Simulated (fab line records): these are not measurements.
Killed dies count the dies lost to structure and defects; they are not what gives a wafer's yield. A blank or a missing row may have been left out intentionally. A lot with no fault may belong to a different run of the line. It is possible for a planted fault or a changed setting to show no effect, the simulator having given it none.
Which tool is to blame? / flow n5-finfet / 22 lots, 66 wafers sampled, at 4 steps of a route of 1938

WHAT EACH GAUGE READ, for each wafer
N5_FIN_SAQP_CD_MEAS_27: target cd 20 nm.
lot=L074; measured=day 2 00:36; on=cd-sem-03; cd-nm (nm)=19.99 20.34 20.42
lot=L075; measured=day 2 06:18; on=cd-sem-01; cd-nm (nm)=20.08 20.00 20.24
lot=L076; measured=day 2 12:23; on=cd-sem-03; cd-nm (nm)=20.50 20.20 19.99
lot=L077; measured=day 2 18:16; on=cd-sem-03; cd-nm (nm)=20.16 19.86 20.26
lot=L078; measured=day 2 23:52; on=cd-sem-01; cd-nm (nm)=20.43 20.20 20.27
lot=L079; measured=day 3 05:42; on=cd-sem-01; cd-nm (nm)=20.67 20.09 20.18
lot=L080; measured=day 3 12:36; on=cd-sem-03; cd-nm (nm)=20.45 20.05 20.10
lot=L081; measured=day 3 18:37; on=cd-sem-03; cd-nm (nm)=19.82 19.76 20.73
lot=L082; measured=day 4 00:44; on=cd-sem-01; cd-nm (nm)=20.25 20.40 20.52
lot=L083; measured=day 4 06:48; on=cd-sem-01; cd-nm (nm)=20.60 20.56 20.54
lot=L084; measured=day 4 12:26; on=cd-sem-01; cd-nm (nm)=19.92 20.46 20.15
lot=L085; measured=day 4 19:52; on=cd-sem-03; cd-nm (nm)=20.39 20.29 20.10
lot=L087; measured=day 5 07:01; on=cd-sem-01; cd-nm (nm)=20.33 20.22 20.15
lot=L088; measured=day 5 15:58; on=cd-sem-01; cd-nm (nm)=20.26 20.34 20.31
lot=L089; measured=day 5 21:26; on=cd-sem-03; cd-nm (nm)=20.17 20.38 20.13
lot=L090; measured=day 6 01:44; on=cd-sem-01; cd-nm (nm)=20.29 20.12 20.46
lot=L091; measured=day 6 08:52; on=cd-sem-03; cd-nm (nm)=20.20 20.39 20.36
lot=L092; measured=day 6 15:26; on=cd-sem-01; cd-nm (nm)=20.47 20.29 20.38
lot=L094; measured=day 7 02:20; on=cd-sem-03; cd-nm (nm)=20.14 20.05 19.99
lot=L095; measured=day 7 07:57; on=cd-sem-01; cd-nm (nm)=20.28 20.52 20.56
lot=L096; measured=day 7 13:41; on=cd-sem-03; cd-nm (nm)=20.67 20.18 20.50
lot=L097; measured=day 7 18:36; on=cd-sem-02; cd-nm (nm)=20.48 20.45 20.05

WHAT TOOL EACH LOT RAN ON (gives the tool, then ch and the chambers of the sampled wafers, and finally the start)
lot=L074; N5_ZERO_LAYER_STRIP_24=plasma-asher-01 ch 0, day 1 13:36; N5_WELL_APT_DESCUM_30=rie-diel-02 ch 1,2,3, day 1 15:32; N5_PMOS_HMC_CHANNEL_EPI_ETCH_32=rie-diel-03 ch 0,2,3, day 1 17:57
lot=L075; N5_ZERO_LAYER_STRIP_24=plasma-asher-01 ch 0,1, day 1 18:53; N5_WELL_APT_DESCUM_30=rie-diel-02 ch 0,2,3, day 1 21:14; N5_PMOS_HMC_CHANNEL_EPI_ETCH_32=rie-diel-03 ch 0,3, day 1 23:40
lot=L076; N5_ZERO_LAYER_STRIP_24=plasma-asher-02 ch 0, day 2 01:08; N5_WELL_APT_DESCUM_30=rie-diel-01 ch 1,3, day 2 03:01; N5_PMOS_HMC_CHANNEL_EPI_ETCH_32=rie-diel-05 ch 0,1,3, day 2 05:25
lot=L077; N5_ZERO_LAYER_STRIP_24=plasma-asher-02 ch 0,1, day 2 07:03; N5_WELL_APT_DESCUM_30=rie-diel-06 ch 2,3, day 2 08:56; N5_PMOS_HMC_CHANNEL_EPI_ETCH_32=rie-diel-03 ch 0,3, day 2 11:01
lot=L078; N5_ZERO_LAYER_STRIP_24=plasma-asher-02 ch 0,1, day 2 13:02; N5_WELL_APT_DESCUM_30=rie-diel-06 ch 0,1,3, day 2 14:57; N5_PMOS_HMC_CHANNEL_EPI_ETCH_32=rie-diel-05 ch 0,1,3, day 2 17:29
lot=L079; N5_ZERO_LAYER_STRIP_24=plasma-asher-02 ch 0,1, day 2 19:02; N5_WELL_APT_DESCUM_30=rie-diel-02 ch 0,1,2, day 2 21:11; N5_PMOS_HMC_CHANNEL_EPI_ETCH_32=rie-diel-04 ch 0,2,3, day 2 23:15
lot=L080; N5_ZERO_LAYER_STRIP_24=plasma-asher-02 ch 0,1, day 3 01:02; N5_WELL_APT_DESCUM_30=rie-diel-06 ch 0,1,3, day 3 03:04; N5_PMOS_HMC_CHANNEL_EPI_ETCH_32=rie-diel-03 ch 1,2,3, day 3 05:25
lot=L081; N5_ZERO_LAYER_STRIP_24=plasma-asher-02 ch 0,1, day 3 07:33; N5_WELL_APT_DESCUM_30=rie-diel-06 ch 1,2,3, day 3 09:43; N5_PMOS_HMC_CHANNEL_EPI_ETCH_32=rie-diel-03 ch 0,2, day 3 12:03
lot=L082; N5_ZERO_LAYER_STRIP_24=plasma-asher-02 ch 0,1, day 3 12:53; N5_WELL_APT_DESCUM_30=rie-diel-02 ch 0,2, day 3 15:47; N5_PMOS_HMC_CHANNEL_EPI_ETCH_32=rie-diel-04 ch 0,2,3, day 3 18:28
lot=L083; N5_ZERO_LAYER_STRIP_24=plasma-asher-02 ch 0,1, day 3 19:02; N5_WELL_APT_DESCUM_30=rie-diel-01 ch 0,1,3, day 3 21:02; N5_PMOS_HMC_CHANNEL_EPI_ETCH_32=rie-diel-04 ch 0,2,3, day 3 23:31
lot=L084; N5_ZERO_LAYER_STRIP_24=plasma-asher-01 ch 0,1, day 4 01:02; N5_WELL_APT_DESCUM_30=rie-diel-01 ch 0,3, day 4 03:02; N5_PMOS_HMC_CHANNEL_EPI_ETCH_32=rie-diel-03 ch 1,2,3, day 4 05:50
lot=L085; N5_ZERO_LAYER_STRIP_24=plasma-asher-01 ch 0,1, day 4 07:20; N5_WELL_APT_DESCUM_30=rie-diel-06 ch 0,2,3, day 4 09:12; N5_PMOS_HMC_CHANNEL_EPI_ETCH_32=rie-diel-03 ch 2,3, day 4 11:26
lot=L087; N5_ZERO_LAYER_STRIP_24=plasma-asher-02 ch 0,1, day 4 19:01; N5_WELL_APT_DESCUM_30=rie-diel-01 ch 0,2,3, day 4 21:06; N5_PMOS_HMC_CHANNEL_EPI_ETCH_32=rie-diel-04 ch 1,2, day 4 23:23
lot=L088; N5_ZERO_LAYER_STRIP_24=plasma-asher-02 ch 0,1, day 5 01:01; N5_WELL_APT_DESCUM_30=rie-diel-06 ch 0,2, day 5 04:23; N5_PMOS_HMC_CHANNEL_EPI_ETCH_32=rie-diel-05 ch 0,3, day 5 06:31
lot=L089; N5_ZERO_LAYER_STRIP_24=plasma-asher-02 ch 0,1, day 5 07:07; N5_WELL_APT_DESCUM_30=rie-diel-06 ch 0,1, day 5 10:36; N5_PMOS_HMC_CHANNEL_EPI_ETCH_32=rie-diel-05 ch 0,1,2, day 5 12:59
lot=L090; N5_ZERO_LAYER_STRIP_24=plasma-asher-02 ch 0,1, day 5 13:19; N5_WELL_APT_DESCUM_30=rie-diel-01 ch 1,2,3, day 5 15:26; N5_PMOS_HMC_CHANNEL_EPI_ETCH_32=rie-diel-04 ch 0,1,2, day 5 17:40
lot=L091; N5_ZERO_LAYER_STRIP_24=plasma-asher-02 ch 0,1, day 5 18:55; N5_WELL_APT_DESCUM_30=rie-diel-06 ch 1,2, day 5 22:35; N5_PMOS_HMC_CHANNEL_EPI_ETCH_32=rie-diel-03 ch 1,2, day 6 01:50
lot=L092; N5_ZERO_LAYER_STRIP_24=plasma-asher-02 ch 0,1, day 6 01:56; N5_WELL_APT_DESCUM_30=rie-diel-01 ch 0,1,2, day 6 05:59; N5_PMOS_HMC_CHANNEL_EPI_ETCH_32=rie-diel-03 ch 0,2,3, day 6 08:23
lot=L094; N5_ZERO_LAYER_STRIP_24=plasma-asher-02 ch 0,1, day 6 13:52; N5_WELL_APT_DESCUM_30=rie-diel-06 ch 0,1, day 6 16:09; N5_PMOS_HMC_CHANNEL_EPI_ETCH_32=rie-diel-04 ch 0,3, day 6 19:22
lot=L095; N5_ZERO_LAYER_STRIP_24=plasma-asher-01 ch 0,1, day 6 19:24; N5_WELL_APT_DESCUM_30=rie-diel-02 ch 1,3, day 6 22:06; N5_PMOS_HMC_CHANNEL_EPI_ETCH_32=rie-diel-05 ch 0,2,3, day 7 00:19
lot=L096; N5_ZERO_LAYER_STRIP_24=plasma-asher-01 ch 0,1, day 7 00:53; N5_WELL_APT_DESCUM_30=rie-diel-01 ch 0,2,3, day 7 02:50; N5_PMOS_HMC_CHANNEL_EPI_ETCH_32=rie-diel-05 ch 0,3, day 7 05:30
lot=L097; N5_ZERO_LAYER_STRIP_24=plasma-asher-02 ch 0,1, day 7 06:56; N5_WELL_APT_DESCUM_30=rie-diel-02 ch 0,1, day 7 09:10; N5_PMOS_HMC_CHANNEL_EPI_ETCH_32=rie-diel-05 ch 0,1, day 7 11:34
- N5_ZERO_LAYER_STRIP_24: strips in O2.
- N5_WELL_APT_DESCUM_30: chemistry O2, time 7.9 s.
- N5_PMOS_HMC_CHANNEL_EPI_ETCH_32: etches BARC in N2/H2, stops on SiO2, target depth 85.8 nm, time 50.3 s.

AS READ BY THE TOOLS THEMSELVES (means over the sampled wafers that have a number; for cases with no such wafer, the mark the record gives instead)
N5_ZERO_LAYER_STRIP_24.
lot=L074; tool=plasma-asher-01; chamber-pressure-mTorr (mTorr)=999.0; drypump-motor-current-A (A)=5.9; heater-power-w (W)=297; oes-product-au (a.u.)=0.646; strip-time-to-endpoint-s (s)=43.88
lot=L075; tool=plasma-asher-01; chamber-pressure-mTorr (mTorr)=1000.0; drypump-motor-current-A (A)=5.6; heater-power-w (W)=316; oes-product-au (a.u.)=0.647; strip-time-to-endpoint-s (s)=43.90
lot=L076; tool=plasma-asher-02; chamber-pressure-mTorr (mTorr)=999.8; drypump-motor-current-A (A)=5.8; heater-power-w (W)=382; oes-product-au (a.u.)=0.647; strip-time-to-endpoint-s (s)=43.88
lot=L077; tool=plasma-asher-02; chamber-pressure-mTorr (mTorr)=999.9; drypump-motor-current-A (A)=6.1; heater-power-w (W)=364; oes-product-au (a.u.)=0.647; strip-time-to-endpoint-s (s)=43.98
lot=L078; tool=plasma-asher-02; chamber-pressure-mTorr (mTorr)=1000.6; drypump-motor-current-A (A)=6.1; heater-power-w (W)=364; oes-product-au (a.u.)=0.650; strip-time-to-endpoint-s (s)=43.98
lot=L079; tool=plasma-asher-02; chamber-pressure-mTorr (mTorr)=999.5; drypump-motor-current-A (A)=6.1; heater-power-w (W)=370; oes-product-au (a.u.)=0.655; strip-time-to-endpoint-s (s)=43.92
lot=L080; tool=plasma-asher-02; chamber-pressure-mTorr (mTorr)=999.3; drypump-motor-current-A (A)=6.1; heater-power-w (W)=367; oes-product-au (a.u.)=0.642; strip-time-to-endpoint-s (s)=43.81
lot=L081; tool=plasma-asher-02; chamber-pressure-mTorr (mTorr)=999.9; drypump-motor-current-A (A)=6.1; heater-power-w (W)=362; oes-product-au (a.u.)=0.645; strip-time-to-endpoint-s (s)=43.89
lot=L082; tool=plasma-asher-02; chamber-pressure-mTorr (mTorr)=998.8; drypump-motor-current-A (A)=6.1; heater-power-w (W)=363; oes-product-au (a.u.)=0.645; strip-time-to-endpoint-s (s)=43.77
lot=L083; tool=plasma-asher-02; chamber-pressure-mTorr (mTorr)=1000.6; drypump-motor-current-A (A)=6.4; heater-power-w (W)=347; oes-product-au (a.u.)=0.649; strip-time-to-endpoint-s (s)=43.86
lot=L084; tool=plasma-asher-01; chamber-pressure-mTorr (mTorr)=998.9; drypump-motor-current-A (A)=5.6; heater-power-w (W)=322; oes-product-au (a.u.)=0.646; strip-time-to-endpoint-s (s)=44.15
lot=L085; tool=plasma-asher-01; chamber-pressure-mTorr (mTorr)=1000.7; drypump-motor-current-A (A)=5.6; heater-power-w (W)=320; oes-product-au (a.u.)=0.652; strip-time-to-endpoint-s (s)=43.81
lot=L087; tool=plasma-asher-02; chamber-pressure-mTorr (mTorr)=1000.2; drypump-motor-current-A (A)=6.1; heater-power-w (W)=358; oes-product-au (a.u.)=0.644; strip-time-to-endpoint-s (s)=43.89
lot=L088; tool=plasma-asher-02; chamber-pressure-mTorr (mTorr)=999.8; drypump-motor-current-A (A)=6.1; heater-power-w (W)=360; oes-product-au (a.u.)=0.645; strip-time-to-endpoint-s (s)=43.79
lot=L089; tool=plasma-asher-02; chamber-pressure-mTorr (mTorr)=1000.3; drypump-motor-current-A (A)=6.3; heater-power-w (W)=341; oes-product-au (a.u.)=0.645; strip-time-to-endpoint-s (s)=43.97
lot=L090; tool=plasma-asher-02; chamber-pressure-mTorr (mTorr)=1000.7; drypump-motor-current-A (A)=6.3; heater-power-w (W)=346; oes-product-au (a.u.)=0.644; strip-time-to-endpoint-s (s)=43.86
lot=L091; tool=plasma-asher-02; chamber-pressure-mTorr (mTorr)=999.6; drypump-motor-current-A (A)=6.1; heater-power-w (W)=367; oes-product-au (a.u.)=0.646; strip-time-to-endpoint-s (s)=43.99
lot=L092; tool=plasma-asher-02; chamber-pressure-mTorr (mTorr)=1000.9; drypump-motor-current-A (A)=6.3; heater-power-w (W)=341; oes-product-au (a.u.)=0.651; strip-time-to-endpoint-s (s)=43.94
lot=L094; tool=plasma-asher-02; chamber-pressure-mTorr (mTorr)=999.7; drypump-motor-current-A (A)=6.3; heater-power-w (W)=343; oes-product-au (a.u.)=0.641; strip-time-to-endpoint-s (s)=43.90
lot=L095; tool=plasma-asher-01; chamber-pressure-mTorr (mTorr)=999.6; drypump-motor-current-A (A)=5.6; heater-power-w (W)=325; oes-product-au (a.u.)=0.653; strip-time-to-endpoint-s (s)=43.80
lot=L096; tool=plasma-asher-01; chamber-pressure-mTorr (mTorr)=1000.0; drypump-motor-current-A (A)=5.3; heater-power-w (W)=354; oes-product-au (a.u.)=0.646; strip-time-to-endpoint-s (s)=43.96
lot=L097; tool=plasma-asher-02; chamber-pressure-mTorr (mTorr)=1000.9; drypump-motor-current-A (A)=6.1; heater-power-w (W)=363; oes-product-au (a.u.)=0.649; strip-time-to-endpoint-s (s)=43.88

N5_WELL_APT_DESCUM_30.
lot=L074; tool=rie-diel-02; chamber-pressure-mTorr (mTorr)=19.986; drypump-motor-current-A (A)=5.8; oes-product-au (a.u.)=0.71; rf-vpp-V (V)=242.2; showerhead-plenum-p-Torr (Torr)=1.99; throttle-valve-pct (%)=20.35
lot=L075; tool=rie-diel-02; chamber-pressure-mTorr (mTorr)=20.012; drypump-motor-current-A (A)=5.8; oes-product-au (a.u.)=0.73; rf-vpp-V (V)=242.3; showerhead-plenum-p-Torr (Torr)=1.99; throttle-valve-pct (%)=20.34
lot=L076; tool=rie-diel-01; chamber-pressure-mTorr (mTorr)=20.000; drypump-motor-current-A (A)=6.5; oes-product-au (a.u.)=0.71; rf-vpp-V (V)=242.5; showerhead-plenum-p-Torr (Torr)=2.08; throttle-valve-pct (%)=20.81
lot=L077; tool=rie-diel-06; chamber-pressure-mTorr (mTorr)=19.988; drypump-motor-current-A (A)=5.4; oes-product-au (a.u.)=0.88; rf-vpp-V (V)=243.8; showerhead-plenum-p-Torr (Torr)=2.12; throttle-valve-pct (%)=20.49
lot=L078; tool=rie-diel-06; chamber-pressure-mTorr (mTorr)=19.983; drypump-motor-current-A (A)=5.2; oes-product-au (a.u.)=0.75; rf-vpp-V (V)=242.6; showerhead-plenum-p-Torr (Torr)=2.06; throttle-valve-pct (%)=20.38
lot=L079; tool=rie-diel-02; chamber-pressure-mTorr (mTorr)=20.010; drypump-motor-current-A (A)=5.4; oes-product-au (a.u.)=0.72; rf-vpp-V (V)=241.8; showerhead-plenum-p-Torr (Torr)=1.99; throttle-valve-pct (%)=20.51
lot=L080; tool=rie-diel-06; chamber-pressure-mTorr (mTorr)=20.015; drypump-motor-current-A (A)=5.2; oes-product-au (a.u.)=0.76; rf-vpp-V (V)=242.0; showerhead-plenum-p-Torr (Torr)=2.06; throttle-valve-pct (%)=20.38
lot=L081; tool=rie-diel-06; chamber-pressure-mTorr (mTorr)=20.015; drypump-motor-current-A (A)=5.2; oes-product-au (a.u.)=0.83; rf-vpp-V (V)=242.8; showerhead-plenum-p-Torr (Torr)=2.11; throttle-valve-pct (%)=20.34
lot=L082; tool=rie-diel-02; chamber-pressure-mTorr (mTorr)=19.994; drypump-motor-current-A (A)=5.5; oes-product-au (a.u.)=0.73; rf-vpp-V (V)=241.5; showerhead-plenum-p-Torr (Torr)=2.00; throttle-valve-pct (%)=20.54
lot=L083; tool=rie-diel-01; chamber-pressure-mTorr (mTorr)=20.007; drypump-motor-current-A (A)=6.3; oes-product-au (a.u.)=0.74; rf-vpp-V (V)=243.4; showerhead-plenum-p-Torr (Torr)=2.08; throttle-valve-pct (%)=20.62
lot=L084; tool=rie-diel-01; chamber-pressure-mTorr (mTorr)=20.006; drypump-motor-current-A (A)=6.0; oes-product-au (a.u.)=0.78; rf-vpp-V (V)=243.8; showerhead-plenum-p-Torr (Torr)=2.09; throttle-valve-pct (%)=20.43
lot=L085; tool=rie-diel-06; chamber-pressure-mTorr (mTorr)=20.002; drypump-motor-current-A (A)=5.4; oes-product-au (a.u.)=0.77; rf-vpp-V (V)=242.5; showerhead-plenum-p-Torr (Torr)=2.07; throttle-valve-pct (%)=20.56
lot=L087; tool=rie-diel-01; chamber-pressure-mTorr (mTorr)=19.975; drypump-motor-current-A (A)=5.7; oes-product-au (a.u.)=0.74; rf-vpp-V (V)=243.9; showerhead-plenum-p-Torr (Torr)=2.08; throttle-valve-pct (%)=20.49
lot=L088; tool=rie-diel-06; chamber-pressure-mTorr (mTorr)=20.003; drypump-motor-current-A (A)=5.5; oes-product-au (a.u.)=0.78; rf-vpp-V (V)=242.6; showerhead-plenum-p-Torr (Torr)=2.04; throttle-valve-pct (%)=20.70
lot=L089; tool=rie-diel-06; chamber-pressure-mTorr (mTorr)=20.018; drypump-motor-current-A (A)=5.1; oes-product-au (a.u.)=0.79; rf-vpp-V (V)=242.1; showerhead-plenum-p-Torr (Torr)=2.08; throttle-valve-pct (%)=20.35
lot=L090; tool=rie-diel-01; chamber-pressure-mTorr (mTorr)=20.006; drypump-motor-current-A (A)=6.0; oes-product-au (a.u.)=0.69; rf-vpp-V (V)=243.7; showerhead-plenum-p-Torr (Torr)=2.07; throttle-valve-pct (%)=20.70
lot=L091; tool=rie-diel-06; chamber-pressure-mTorr (mTorr)=20.001; drypump-motor-current-A (A)=5.1; oes-product-au (a.u.)=0.85; rf-vpp-V (V)=244.3; showerhead-plenum-p-Torr (Torr)=2.12; throttle-valve-pct (%)=20.32
lot=L092; tool=rie-diel-01; chamber-pressure-mTorr (mTorr)=20.015; drypump-motor-current-A (A)=5.9; oes-product-au (a.u.)=0.73; rf-vpp-V (V)=243.0; showerhead-plenum-p-Torr (Torr)=2.07; throttle-valve-pct (%)=20.49
lot=L094; tool=rie-diel-06; chamber-pressure-mTorr (mTorr)=20.009; drypump-motor-current-A (A)=5.3; oes-product-au (a.u.)=0.73; rf-vpp-V (V)=242.2; showerhead-plenum-p-Torr (Torr)=2.02; throttle-valve-pct (%)=20.57
lot=L095; tool=rie-diel-02; chamber-pressure-mTorr (mTorr)=20.004; drypump-motor-current-A (A)=5.8; oes-product-au (a.u.)=0.68; rf-vpp-V (V)=240.9; showerhead-plenum-p-Torr (Torr)=1.98; throttle-valve-pct (%)=20.30
lot=L096; tool=rie-diel-01; chamber-pressure-mTorr (mTorr)=19.987; drypump-motor-current-A (A)=5.7; oes-product-au (a.u.)=0.81; rf-vpp-V (V)=243.4; showerhead-plenum-p-Torr (Torr)=2.08; throttle-valve-pct (%)=20.39
lot=L097; tool=rie-diel-02; chamber-pressure-mTorr (mTorr)=20.007; drypump-motor-current-A (A)=5.5; oes-product-au (a.u.)=0.69; rf-vpp-V (V)=242.9; showerhead-plenum-p-Torr (Torr)=1.98; throttle-valve-pct (%)=20.47

N5_PMOS_HMC_CHANNEL_EPI_ETCH_32.
lot=L074; tool=rie-diel-03; chamber-pressure-mTorr (mTorr)=30.04; drypump-motor-current-A (A)=5.4; h2-flow-sccm (sccm)=200.3; oes-product-au (a.u.)=0.70; rf-vpp-V (V)=524.7; showerhead-plenum-p-Torr (Torr)=2.59; throttle-valve-pct (%)=17.82
lot=L075; tool=rie-diel-03; chamber-pressure-mTorr (mTorr)=30.02; drypump-motor-current-A (A)=5.5; h2-flow-sccm (sccm)=199.7; oes-product-au (a.u.)=0.77; rf-vpp-V (V)=523.5; showerhead-plenum-p-Torr (Torr)=2.55; throttle-valve-pct (%)=17.85
lot=L076; tool=rie-diel-05; chamber-pressure-mTorr (mTorr)=29.98; drypump-motor-current-A (A)=5.7; h2-flow-sccm (sccm)=200.2; oes-product-au (a.u.)=0.66; rf-vpp-V (V)=525.1; showerhead-plenum-p-Torr (Torr)=2.59; throttle-valve-pct (%)=17.97
lot=L077; tool=rie-diel-03; chamber-pressure-mTorr (mTorr)=29.98; drypump-motor-current-A (A)=5.5; h2-flow-sccm (sccm)=200.0; oes-product-au (a.u.)=0.76; rf-vpp-V (V)=524.4; showerhead-plenum-p-Torr (Torr)=2.55; throttle-valve-pct (%)=17.87
lot=L078; tool=rie-diel-05; chamber-pressure-mTorr (mTorr)=30.00; drypump-motor-current-A (A)=5.7; h2-flow-sccm (sccm)=200.1; oes-product-au (a.u.)=0.66; rf-vpp-V (V)=525.2; showerhead-plenum-p-Torr (Torr)=2.59; throttle-valve-pct (%)=17.98
lot=L079; tool=rie-diel-04; chamber-pressure-mTorr (mTorr)=30.03; drypump-motor-current-A (A)=5.9; h2-flow-sccm (sccm)=200.4; oes-product-au (a.u.)=0.62; rf-vpp-V (V)=521.3; showerhead-plenum-p-Torr (Torr)=2.49; throttle-valve-pct (%)=17.94
lot=L080; tool=rie-diel-03; chamber-pressure-mTorr (mTorr)=29.99; drypump-motor-current-A (A)=5.3; h2-flow-sccm (sccm)=199.9; oes-product-au (a.u.)=0.65; rf-vpp-V (V)=526.0; showerhead-plenum-p-Torr (Torr)=2.60; throttle-valve-pct (%)=17.83
lot=L081; tool=rie-diel-03; chamber-pressure-mTorr (mTorr)=29.99; drypump-motor-current-A (A)=5.4; h2-flow-sccm (sccm)=199.9; oes-product-au (a.u.)=0.72; rf-vpp-V (V)=524.3; showerhead-plenum-p-Torr (Torr)=2.53; throttle-valve-pct (%)=17.77
lot=L082; tool=rie-diel-04; chamber-pressure-mTorr (mTorr)=30.01; drypump-motor-current-A (A)=5.9; h2-flow-sccm (sccm)=199.9; oes-product-au (a.u.)=0.62; rf-vpp-V (V)=522.7; showerhead-plenum-p-Torr (Torr)=2.49; throttle-valve-pct (%)=17.96
lot=L083; tool=rie-diel-04; chamber-pressure-mTorr (mTorr)=29.99; drypump-motor-current-A (A)=5.9; h2-flow-sccm (sccm)=200.4; oes-product-au (a.u.)=0.61; rf-vpp-V (V)=521.9; showerhead-plenum-p-Torr (Torr)=2.49; throttle-valve-pct (%)=17.95
lot=L084; tool=rie-diel-03; chamber-pressure-mTorr (mTorr)=29.99; drypump-motor-current-A (A)=5.3; h2-flow-sccm (sccm)=199.7; oes-product-au (a.u.)=0.64; rf-vpp-V (V)=525.7; showerhead-plenum-p-Torr (Torr)=2.60; throttle-valve-pct (%)=17.84
lot=L085; tool=rie-diel-03; chamber-pressure-mTorr (mTorr)=29.99; drypump-motor-current-A (A)=5.4; h2-flow-sccm (sccm)=200.2; oes-product-au (a.u.)=0.64; rf-vpp-V (V)=526.9; showerhead-plenum-p-Torr (Torr)=2.64; throttle-valve-pct (%)=17.93
lot=L087; tool=rie-diel-04; chamber-pressure-mTorr (mTorr)=30.00; drypump-motor-current-A (A)=5.9; h2-flow-sccm (sccm)=199.8; oes-product-au (a.u.)=0.66; rf-vpp-V (V)=523.4; showerhead-plenum-p-Torr (Torr)=2.51; throttle-valve-pct (%)=18.07
lot=L088; tool=rie-diel-05; chamber-pressure-mTorr (mTorr)=29.98; drypump-motor-current-A (A)=5.8; h2-flow-sccm (sccm)=200.0; oes-product-au (a.u.)=0.65; rf-vpp-V (V)=524.3; showerhead-plenum-p-Torr (Torr)=2.58; throttle-valve-pct (%)=18.03
lot=L089; tool=rie-diel-05; chamber-pressure-mTorr (mTorr)=30.02; drypump-motor-current-A (A)=5.5; h2-flow-sccm (sccm)=200.2; oes-product-au (a.u.)=0.64; rf-vpp-V (V)=524.9; showerhead-plenum-p-Torr (Torr)=2.57; throttle-valve-pct (%)=17.88
lot=L090; tool=rie-diel-04; chamber-pressure-mTorr (mTorr)=30.01; drypump-motor-current-A (A)=6.1; h2-flow-sccm (sccm)=199.5; oes-product-au (a.u.)=0.64; rf-vpp-V (V)=523.3; showerhead-plenum-p-Torr (Torr)=2.50; throttle-valve-pct (%)=18.05
lot=L091; tool=rie-diel-03; chamber-pressure-mTorr (mTorr)=30.01; drypump-motor-current-A (A)=5.1; h2-flow-sccm (sccm)=199.6; oes-product-au (a.u.)=0.63; rf-vpp-V (V)=524.7; showerhead-plenum-p-Torr (Torr)=2.55; throttle-valve-pct (%)=17.78
lot=L092; tool=rie-diel-03; chamber-pressure-mTorr (mTorr)=30.00; drypump-motor-current-A (A)=5.4; h2-flow-sccm (sccm)=200.0; oes-product-au (a.u.)=0.66; rf-vpp-V (V)=525.3; showerhead-plenum-p-Torr (Torr)=2.58; throttle-valve-pct (%)=17.88
lot=L094; tool=rie-diel-04; chamber-pressure-mTorr (mTorr)=30.01; drypump-motor-current-A (A)=5.8; h2-flow-sccm (sccm)=200.5; oes-product-au (a.u.)=0.62; rf-vpp-V (V)=523.2; showerhead-plenum-p-Torr (Torr)=2.52; throttle-valve-pct (%)=18.00
lot=L095; tool=rie-diel-05; chamber-pressure-mTorr (mTorr)=29.99; drypump-motor-current-A (A)=5.6; h2-flow-sccm (sccm)=200.3; oes-product-au (a.u.)=0.63; rf-vpp-V (V)=525.2; showerhead-plenum-p-Torr (Torr)=2.57; throttle-valve-pct (%)=17.93
lot=L096; tool=rie-diel-05; chamber-pressure-mTorr (mTorr)=29.99; drypump-motor-current-A (A)=5.8; h2-flow-sccm (sccm)=199.7; oes-product-au (a.u.)=0.63; rf-vpp-V (V)=525.2; showerhead-plenum-p-Torr (Torr)=2.58; throttle-valve-pct (%)=18.06
lot=L097; tool=rie-diel-05; chamber-pressure-mTorr (mTorr)=30.00; drypump-motor-current-A (A)=5.7; h2-flow-sccm (sccm)=199.7; oes-product-au (a.u.)=0.62; rf-vpp-V (V)=525.9; showerhead-plenum-p-Torr (Torr)=2.60; throttle-valve-pct (%)=17.96

THE ANSWER, worked out from the rows above alone
Rule: the lots themselves supply what counts as usual. Put in order of their means at a reading, lots are off if they are a third of the lots or fewer, leave a main group of 4 or more, and stand apart from it by a gap of 3 or more times the standard deviation of the main group's means; of several such gaps the widest counts. A main group is skipped when, at the precision printed for the reading in the tables above, its means are all equal. A lot without any number at a reading at which 4 lots or more have one is off too. Where the step has rows for the other lots, those lots are counted as sound. After the gauges, taken in route order, come the tools' own readings; for these a lot's mean is taken, as printed above. The first step at which some lot is off is used, and at that step the reading that is off furthest; a lot without a number counts as furthest.
Nothing can be told from this: no lot is off at any reading shown.

WHAT WAS PUT IN BY THE SIMULATOR
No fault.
